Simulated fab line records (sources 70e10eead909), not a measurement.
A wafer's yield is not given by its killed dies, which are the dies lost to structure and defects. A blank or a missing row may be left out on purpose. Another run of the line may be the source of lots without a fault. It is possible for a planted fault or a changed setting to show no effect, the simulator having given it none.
Matching of chambers | flow nand harc | 4 sister chambers for NHARC_A_STAIRCASE_TRIM_187 on rie diel-06
The step chemistry O2, time 211.2 s. 4 wafers are shown with their chamber, then 7 later ones without.

## WAFERS PAIRED WITH THEIR CHAMBERS
wafer  | chamber | showerhead plenum p Torr (Torr)
L085.3 | 1       | 3.43
L085.4 | 0       | 3.35
L087.1 | 2       | 3.79
L087.3 | 3       | 3.35

## WAFERS WITH NO CHAMBER GIVEN
wafer  | showerhead plenum p Torr (Torr)
L087.6 | 3.35
L088.2 | 3.35
L088.5 | 3.43
L088.6 | 3.35
L094.3 | 3.34
L094.4 | 3.42
L094.5 | 3.34

## WHICH CHAMBER EACH ONE RAN IN
wafer  | from the rows above     | in truth
L087.6 | can't be placed: 0 or 3 | 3
L088.2 | can't be placed: 0 or 3 | 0
L088.5 | 1                       | 1
L088.6 | can't be placed: 0 or 3 | 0
L094.3 | can't be placed: 0 or 3 | 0
L094.4 | 1                       | 1
L094.5 | can't be placed: 0 or 3 | 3
Correct placement for 2 of the 7. Not placeable from these rows: 5 (in 5, the candidates include the true chamber). 0 placed wrongly.
How it was worked out, from the rows above alone: a wafer's distance from a chamber is the root of the sum, over the readings, of the square of ((its reading less the chamber's mean) divided by the reading's scatter). The wafer belongs to the nearest chamber; if the next one is less than 2 further off, it can't be placed. For every chamber, the mean is computed from those of its wafers that are shown. The scatter: with one shown wafer a chamber, the root of the mean of the squares of how far each hidden wafer lies from its nearest shown one.
